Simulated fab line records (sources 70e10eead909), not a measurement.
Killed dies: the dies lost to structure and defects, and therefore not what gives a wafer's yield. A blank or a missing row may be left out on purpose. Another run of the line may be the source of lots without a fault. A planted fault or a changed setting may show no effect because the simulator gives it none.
Problem report, 8D (eight disciplines) form, completed by code ; flow nand_harc ; the parts of the form that need people (team, actions taken, sign-off) are left out

1. WHAT IS WRONG
cd_nm at NHARC_P_ZERO_WELL_CD_MEAS_11 reads a mean of 437.2 nm on 6 wafers of 2 lots; wafers without a fault read 499.8 nm with a standard deviation of 1.5. That is -42 standard deviations from the usual mean.
The step: target cd 500 nm.
First seen on wafer L831.3, day 5 15:14, on cd_sem-02. The record has a number at this step for 33 wafers belonging to 11 lots. Rule for "out", or "out of limits": more than 4 standard deviations from the usual mean. All remaining wafers that have a number are taken as sound.

2. WHAT IT IS AND WHAT IT IS NOT
question;is;is not
which readings at this step;cd_nm;-
which lots;L831, L833;L824, L825, L836, L837, L839, L840, L841, L843, L844
which wafers of those lots;all that have a number;-
read on which gauges;cd_sem-02;cd_sem-01, cd_sem-03
when;from day 5 15:14;"up to then (6 sound wafers); but 21 sound wafers of L836, L837, L839, L840, L841, L843, L844 came after"

3. SUSPECTS, AND WHAT RULES EACH OUT
Counting: any tool at a process step up to the reading is kept as a suspect provided that every lot that is out went through it and no sound lot did after the first of them.
- the gauge at NHARC_P_ZERO_WELL_CD_MEAS_11 is ruled out. All the wafers that are out were read on cd_sem-02, but those of them that NHARC_P_ZERO_WELL_PEB_09 has rows for are out there too, on other tools.
- litho_track-05 at NHARC_P_ZERO_WELL_PEB_09 (peb time 80 s): ruled out as a lasting fault. Following L831 (day 5 15:10), the first lot on it that is out, the sound lots L839, L840, L843 were run on it.
Left after counting: nothing in the record.

4. THE CAUSE (what the simulator had put in)
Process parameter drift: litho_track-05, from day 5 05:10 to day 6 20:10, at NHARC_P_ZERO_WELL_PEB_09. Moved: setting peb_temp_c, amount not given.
It was ruled out by counting, in error; the rule expects a fault to strike all lots run on its tool from its start on, and this fault did not.

5. SEQUENCE OF EFFECTS, ordered by route
One row per reading whose mean, taken over the struck wafers that have a number, lies over 3 standard deviations from the usual. Only readings for which the record gives a usual standard deviation are gone through. hours: the time from each lot's start at the first step in this table that gives one to its start at this step, as a median over the lots. sigmas: the change in usual standard deviations.
hours;step;reading;usual;on struck wafers;change;sigmas
0;NHARC_P_ZERO_WELL_PEB_09;heater_power_total_W;189.8 W;175.7;-14.1;-18
0;NHARC_P_ZERO_WELL_PEB_09;plate_temp_C;128.01 C;121.00;-7.00;-47
0;NHARC_P_ZERO_WELL_CD_MEAS_11;cd_nm;499.8 nm;437.2;-62.6;-42
543;NHARC_END_SORT_01;killed_at_periphery;3.7;42.8;+39.1;+16
Its process steps:
- NHARC_P_ZERO_WELL_PEB_09: peb time 80 s.

6. HOW IT WOULD HAVE BEEN CAUGHT EARLIER
In this record the first reading out of limits at a measuring or inspecting step was taken at day 5 15:14, 10 hours after the fault began at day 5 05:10.
The tool's own readings at NHARC_P_ZERO_WELL_PEB_09 were out on every struck wafer that the step has a row for (heater_power_total_W, plate_temp_C): an alarm limit on them would have fired on the first of those.
